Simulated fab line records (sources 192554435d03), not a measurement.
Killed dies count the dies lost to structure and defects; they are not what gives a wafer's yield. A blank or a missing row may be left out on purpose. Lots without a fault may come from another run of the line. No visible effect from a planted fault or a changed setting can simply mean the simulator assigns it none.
2 desks, one fault :: flow n5 finfet :: each desk has only its own numbers; what lay behind them comes last

== FOR THE TOOL OWNER'S DESK: ald metal-01 ==
The tool's own readings at N5_HKMG_FIN_ALD_21 (deposits TiN, target thk 1.5 nm, pulse time 1 s, purge time 3 s): means of the sampled wafers that have a number, for each lot that ran on this tool. A lot is out of limits, marked OUT, if its mean lies more than 4 standard deviations from the usual mean; the brackets give that distance.
Columns: A = heater power w at N5_HKMG_FIN_ALD_21, usual 902 W; B = precursor pulse height rel at N5_HKMG_FIN_ALD_21, usual 1.000
lot: L164
first seen here: day 5 02:16
A: 875
B: 1.002

lot: L175
first seen here: day 7 22:10
A: 869
B: 1.006

lot: L176
first seen here: day 8 05:04
A: 864
B: 0.986
This desk's finding: nothing out of limits on any of the 3 lots.

== FROM THE METROLOGY DESK ==
What the gauges read for every lot (on any tool): the sampled wafers with a number, averaged. A lot is out of limits, marked OUT, if its mean lies more than 4 standard deviations from the usual mean; the brackets give that distance. Of its 10 readings 7 are shown: those that lie furthest out on some lot.
Columns: A = DIBL_N at N5_BEOL_M4_RC_MEAS_101, usual 36.1 mV/V; B = DIBL_P at N5_BEOL_M4_RC_MEAS_101, usual 36.1 mV/V; C = IOFF_P at N5_BEOL_M4_RC_MEAS_101, usual 0.21 nA/um; D = ION_N at N5_BEOL_M4_RC_MEAS_101, usual 675 uA/um; E = ION_P at N5_BEOL_M4_RC_MEAS_101, usual 464 uA/um; F = SS_N at N5_BEOL_M4_RC_MEAS_101, usual 71.5 mV/dec; G = VT_P at N5_BEOL_M4_RC_MEAS_101, usual -250 mV
lot: L163
first seen here: day 8 08:52
A: 36.2
B: 37.3
C: 0.25
D: 686
E: 474
F: 72.1
G: -245

lot: L164
first seen here: day 8 09:23
A: 37.9
B: 36.8
C: 0.23
D: 669
E: 462
F: 72.0
G: -247

lot: L175
first seen here: day 11 09:07
A: 34.5
B: 33.3
C: 0.17
D: 676
E: 456
F: 70.5
G: -256

lot: L176
first seen here: day 11 15:01
A: 37.2
B: 36.6
C: 0.22
D: 683
E: 460
F: 71.3
G: -252

lot: L180
first seen here: day 12 12:42
A: 35.8
B: 37.5
C: 0.21
D: 667
E: 459
F: 71.9
G: -250

lot: L183
first seen here: day 13 18:20
A: 36.3
B: 36.0
C: 0.27
D: 677
E: 476
F: 71.4
G: -243
This desk's finding: nothing out of limits on any of the 6 lots.

== TAKEN TOGETHER ==
The tool owner's desk saw nothing out of limits.
At the metrology desk, nothing out of limits was observed.

== WHAT THE SIMULATOR HAD INSERTED ==
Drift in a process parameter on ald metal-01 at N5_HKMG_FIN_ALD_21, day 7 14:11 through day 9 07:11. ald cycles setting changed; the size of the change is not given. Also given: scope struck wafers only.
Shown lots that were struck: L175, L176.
